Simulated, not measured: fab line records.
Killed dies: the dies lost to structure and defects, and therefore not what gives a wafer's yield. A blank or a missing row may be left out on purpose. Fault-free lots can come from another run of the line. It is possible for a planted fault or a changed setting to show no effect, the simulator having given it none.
Matching of chambers	flow nand-harc	NHARC_A_M1_STRIP_18 on rie-diel-08: 4 sister chambers
The step strips in N2/H2. 20 wafers are shown with their chamber, then 10 later ones without.

## WAFERS WITH THEIR CHAMBER
wafer	chamber	drypump-motor-current-A (A)	rf-vpp-V (V)	oes-product-au (a.u.)
L081.1	0	6.3	91.0	0.996
L081.3	1	6.1	91.3	0.986
L081.6	1	6.1	89.6	0.996
L084.3	1	6.1	90.5	1.010
L084.5	1	6.1	89.5	1.005
L084.6	0	6.2	90.9	0.994
L085.3	3	6.2	91.7	1.004
L085.5	3	6.2	89.4	1.004
L085.6	2	5.1	91.3	1.013
L086.2	1	6.1	91.2	1.006
L086.3	3	6.2	90.3	0.996
L086.6	2	5.1	91.7	0.998
L089.1	0	6.2	90.6	1.001
L089.3	1	6.1	90.7	1.002
L089.4	3	6.2	91.1	1.004
L088.4	1	6.1	90.3	0.983
L088.5	0	6.3	90.2	0.995
L088.6	1	6.1	92.3	1.004
L093.2	3	6.2	90.7	0.994
L093.3	1	6.1	90.7	0.998

SIGNATURES (averages over the wafers above)
reading	chamber 0	chamber 1	chamber 2	chamber 3	scatter within a chamber
drypump-motor-current-A	6.250	6.100	5.100	6.200	0.025
rf-vpp-V	90.675	90.678	91.500	90.640	0.77
oes-product-au	0.99650	0.99889	1.00550	1.00040	0.00756
Rule: a wafer's distance from a chamber is the root of the sum, over the readings, of the square of ((its reading less the chamber's mean) divided by the reading's scatter). The wafer belongs to the nearest chamber; if the next one is less than 2 further off, it can't be placed. The scatter: take each reading less its chamber's mean, square it, sum over the shown wafers, divide by the number of wafers less the number of chambers, and take the root.

## WAFERS WITHOUT THEIR CHAMBER
wafer	drypump-motor-current-A (A)	rf-vpp-V (V)	oes-product-au (a.u.)
L093.5	6.1	91.4	1.008
L092.1	6.0	89.3	1.005
L092.5	6.1	90.5	1.006
L092.6	6.2	91.5	0.990
L096.1	6.1	90.5	0.974
L096.3	6.2	91.9	0.983
L096.4	5.1	92.3	0.981
L097.2	6.3	89.8	0.980
L097.4	6.2	90.5	0.974
L097.5	6.3	90.9	0.985

## CHAMBER TAKEN BY EACH
wafer	from the rows above	in truth
L093.5	1	1
L092.1	1	1
L092.5	1	1
L092.6	can't be placed: 3 or 0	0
L096.1	1	1
L096.3	can't be placed: 3 or 0 or 1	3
L096.4	2	2
L097.2	can't be placed: 0 or 3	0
L097.4	can't be placed: 3 or 0 or 1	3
L097.5	can't be placed: 0 or 3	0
Correctly placed: 5 of 10. Unplaceable from these rows: 5, with the true chamber sitting among the candidates in 5. Number placed wrongly: 0.
